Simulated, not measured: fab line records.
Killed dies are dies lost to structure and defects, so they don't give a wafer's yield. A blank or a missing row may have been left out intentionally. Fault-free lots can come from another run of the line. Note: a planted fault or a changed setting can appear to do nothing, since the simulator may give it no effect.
Comparing a struck lot with a sound one -- flow nand harc -- 33 steps out of a route of 1302
Sound: the wafers L742.1, L742.5, L742.6. Wafers L736.1, L736.3, L736.6 were the ones struck. Last of all comes the cause.
Order at every step that has rows: each side's tool, ch and its chambers, its first start. Under that, the readings that differ: sound wafers -- struck wafers -- difference of the means -- sigmas: that difference in standard deviations of wafers without a fault.
alike: readings whose means differ by less than 2 such deviations, and words and numbers that are the same on both sides. not compared: withheld readings, readings that some wafer has no value for, bounds like >300 that may hide the same value, and numbers for which the record gives no deviation and whose values overlap.
A row with sigmas, a row that says differs or no value, or rows on one side alone: a step with any of these is where the two part. Non-overlapping numbers with no deviation appear without sigmas and do not part them. A reading that every wafer of one side lacks parts them only if that side has two wafers or more.

first, 9 steps without rows for these wafers: NHARC_A_CHANNEL_HOLE_D1_DEP_00 (deposits aC, target thk 3100 nm); NHARC_A_CHANNEL_HOLE_D1_DEP_01 (deposits SiON, target thk 140 nm); NHARC_A_CHANNEL_HOLE_D1_DEHYDRATE_02 (time 120 s); NHARC_A_CHANNEL_HOLE_D1_HMDS_03 (time 30 s); NHARC_A_CHANNEL_HOLE_D1_COAT_36 (time 75 s); NHARC_A_CHANNEL_HOLE_D1_COAT_37 (time 65 s); NHARC_A_CHANNEL_HOLE_D1_COAT_04 (resist thk 90 nm); NHARC_A_CHANNEL_HOLE_D1_SOFTBAKE_05 (time 55 s); NHARC_A_CHANNEL_HOLE_D1_EBR_06.
NHARC_A_CHANNEL_HOLE_D1_EXPOSE_07: exposes mask HOLE D1, target cd 100 nm.
  sound on arfi scanner-02 ch 0, day 16 03:32; struck on arfi scanner-01 ch 0, day 14 11:44
reading,sound,struck,difference,sigmas
exposure dose mJ cm2,59.56 59.60 59.56,61.62 61.62 61.63,+2.05,+7
  alike: mask, reticle temp C
then, 2 steps without rows for these wafers: NHARC_A_CHANNEL_HOLE_D1_PEB_08 (peb time 65 s); NHARC_A_CHANNEL_HOLE_D1_DEVELOP_09 (develop time 35 s).
NHARC_A_CHANNEL_HOLE_D1_CD_MEAS_10: the cd target is 100 nm.
  sound on cd sem-01 ch 0, day 16 03:41; struck on cd sem-02 ch 0, day 14 11:52
reading,sound,struck,difference,sigmas
cd nm (nm),99.7 99.6 99.7,100.8 100.6 101.7,+1.4,+4
NHARC_A_CHANNEL_HOLE_D1_DESCUM_15: chemistry O2, time 3 s.
  sound on rie diel-06 ch 0,2,3, day 16 03:53; struck on rie diel-10 ch 0,1,3, day 14 12:04
reading,sound,struck,difference,sigmas
model.A_CHANNEL_HOLE_D1.cd nm (nm),100.1 98.62 99.74,100.7 101 101.4,+1.5,
  alike: drypump motor current A, oes product au, rf vpp V, showerhead plenum p Torr, throttle valve pct
  not compared: rf hours counter h
then, 16 steps without rows for these wafers: NHARC_A_CHANNEL_HOLE_D1_ETCH_38 (etches the open film in CF4, target depth 39 nm, time 65 s); NHARC_A_CHANNEL_HOLE_D1_ETCH_39 (etches the open film in N2/H2, target depth 260 nm, time 325 s); NHARC_A_CHANNEL_HOLE_D1_ETCH_34 (etches the open film in CF4/CHF3, target depth 154 nm, time 77 s); NHARC_A_CHANNEL_HOLE_D1_ETCH_16 (etches the open film in O2/COS, target depth 3100 nm, time 806 s); NHARC_A_CHANNEL_HOLE_D1_ETCH_19 (etches the open film in C4F8/O2/Ar, time 34.5 s); NHARC_A_CHANNEL_HOLE_D1_ETCH_20 (etches the open film in C4F8/O2/Ar, time 361.9 s, target depth 1600 nm); NHARC_A_CHANNEL_HOLE_D1_ETCH_21 (etches the open film in C4F8/O2/Ar, time 514.3 s, target depth 1600 nm); NHARC_A_CHANNEL_HOLE_D1_ETCH_22 (etches the open film in C4F8/O2/Ar, time 666.7 s, target depth 1600 nm); NHARC_A_CHANNEL_HOLE_D1_ETCH_23 (etches the open film in C4F8/O2/Ar, time 819 s, target depth 1600 nm); NHARC_A_CHANNEL_HOLE_D1_ETCH_24 (etches the open film in C4F8/O2/Ar, time 906.2 s, target depth 1500 nm); NHARC_A_CHANNEL_HOLE_D1_ETCH_25 (etches the open film in C4F8/O2/Ar, time 1040.2 s, target depth 1500 nm); NHARC_A_CHANNEL_HOLE_D1_ETCH_26 (etches the open film in C4F8/O2/Ar, time 224.1 s, target depth 300 nm); NHARC_A_CHANNEL_HOLE_D1_ETCH_33 (etches the open film in C4F8/O2/Ar, time 90 s, target depth 400 nm); NHARC_A_CHANNEL_HOLE_D1_STRIP_41 (strips in N2/H2); NHARC_A_CHANNEL_HOLE_D1_STRIP_42 (strips in CF4/CHF3); NHARC_A_CHANNEL_HOLE_D1_STRIP_43 (strips in O2/COS).
NHARC_A_CHANNEL_HOLE_D1_ETCH_44: etches the open film in CF4/O2, target depth 140 nm, overetch 14 nm, time 77 s.
  sound on rie diel-10 ch 0,1, day 16 09:48; struck on rie diel-10 ch 0,1, day 14 21:19
reading,sound,struck,difference,sigmas
model.A_CHANNEL_HOLE_D1.cd nm (nm),90.73 89.54 90.91,92.55 92.16 91.84,+1.79,
  alike: drypump motor current A, oes product au, rf fwd power W, rf vpp V, showerhead plenum p Torr, throttle valve pct
  not compared: rf hours counter h
then, 2 steps without rows for these wafers: NHARC_A_CHANNEL_HOLE_D1_STRIP_27 (strips in O2); NHARC_END_SORT_01.

## WHERE THEY PART
Last at NHARC_A_CHANNEL_HOLE_D1_CD_MEAS_10 as far as this record goes, first at NHARC_A_CHANNEL_HOLE_D1_EXPOSE_07. Later steps at which nothing parts them and some readings are alike: NHARC_A_CHANNEL_HOLE_D1_DESCUM_15, NHARC_A_CHANNEL_HOLE_D1_ETCH_44.

WHY: the cause the simulator had injected
Drift in process parameters on arfi scanner-01 at NHARC_A_CHANNEL_HOLE_D1_EXPOSE_07, starting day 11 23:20. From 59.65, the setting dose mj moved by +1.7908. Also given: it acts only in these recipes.
